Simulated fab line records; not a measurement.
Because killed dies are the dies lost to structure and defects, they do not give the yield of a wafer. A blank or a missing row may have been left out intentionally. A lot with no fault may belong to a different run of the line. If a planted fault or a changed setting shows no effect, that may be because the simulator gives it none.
Which tool did it?	flow n5-finfet	Sampling: 6 lots, 18 wafers, 5 of 1938 route steps

WHAT THE GAUGES READ, wafer by wafer
N5_BEOL_M4_RC_MEAS_101.
lot	measured	on	IGATE_P (nA/um)
L522	day 8 04:54	prober-01	0.0024 0.0032 0.0040
L525	day 9 12:25	prober-02	0.0031 0.0040 0.0033
L529	day 10 06:41	prober-02	0.0041 0.0040 0.0043
L532	day 10 16:13	prober-01	0.0030 0.0031 0.0037
L534	day 11 10:28	prober-01	0.0027 0.0029 0.0029
L543	day 13 21:41	prober-01	0.0029 0.0039 0.0038

EACH LOT AND THE TOOL THAT RAN IT (in order: tool; ch and the chambers of the sampled wafers; start)
lot	N5_HKMG_FIN_ETCH_31	N5_HKMG_FIN_ETCH_35	N5_HKMG_FIN_ALD_91	N5_HKMG_FIN_NWFM_ALD_20
L522	rie-diel-06 ch 0,1,2, day 4 15:17	rie-diel-06 ch 0,1,2, day 4 15:33	ald-metal-03 ch 0,2,3, day 4 16:13	ald-metal-01 ch 1,3, day 4 17:12
L525	rie-diel-01 ch 0,3, day 5 10:56	rie-diel-01 ch 0,3, day 5 11:12	ald-metal-03 ch 0,2,3, day 5 11:53	ald-metal-01 ch 0,1,2, day 5 12:51
L529	rie-diel-05 ch 0,1, day 6 06:48	rie-diel-05 ch 0,1, day 6 07:04	ald-metal-02 ch 0,1,3, day 6 07:45	ald-metal-01 ch 1,2, day 6 08:43
L532	rie-diel-05 ch 0,3, day 7 00:50	rie-diel-05 ch 0,3, day 7 01:06	ald-metal-01 ch 0,1, day 7 01:46	ald-metal-01 ch 0,1, day 7 02:45
L534	rie-diel-05 ch 0,1,2, day 7 09:55	rie-diel-05 ch 0,1,2, day 7 10:11	ald-metal-02 ch 0,1,2, day 7 10:52	ald-metal-01 ch 0,2,3, day 7 11:50
L543	rie-diel-01 ch 1,2,3, day 9 17:29	rie-diel-01 ch 1,2,3, day 9 17:46	ald-metal-02 ch 1,2,3, day 9 18:36	ald-metal-01 ch 1,3, day 9 19:37
- N5_HKMG_FIN_ETCH_31: etches SiARC in CF4, target depth 45.5 nm, time 75.8 s.
- N5_HKMG_FIN_ETCH_35: etches SOC in N2/H2, target depth 215.8 nm, time 243.4 s.
- N5_HKMG_FIN_ALD_91: deposits TiN, target thk 1 nm, pulse time 1 s, purge time 3 s.
- N5_HKMG_FIN_NWFM_ALD_20: deposits TiAlC, target thk 2 nm, pulse time 3 s, purge time 2 s.

THE ANSWER, worked out from the rows above alone
Rule: the lots themselves supply what counts as usual. Put in order of their means at a reading, lots are off if they are a third of the lots or fewer, leave a main group of 4 or more, and stand apart from it by a gap of 3 or more times the standard deviation of the main group's means; of several such gaps the widest counts. The tables above print the reading to a certain number of digits; a main group whose means all agree to those digits is not used. A lot without any number at a reading at which 4 lots or more have one is off too. The other lots that the step has rows for count as sound.
No lot is off at any reading shown: from this, nothing can be told.

WHAT THE SIMULATOR PUT IN
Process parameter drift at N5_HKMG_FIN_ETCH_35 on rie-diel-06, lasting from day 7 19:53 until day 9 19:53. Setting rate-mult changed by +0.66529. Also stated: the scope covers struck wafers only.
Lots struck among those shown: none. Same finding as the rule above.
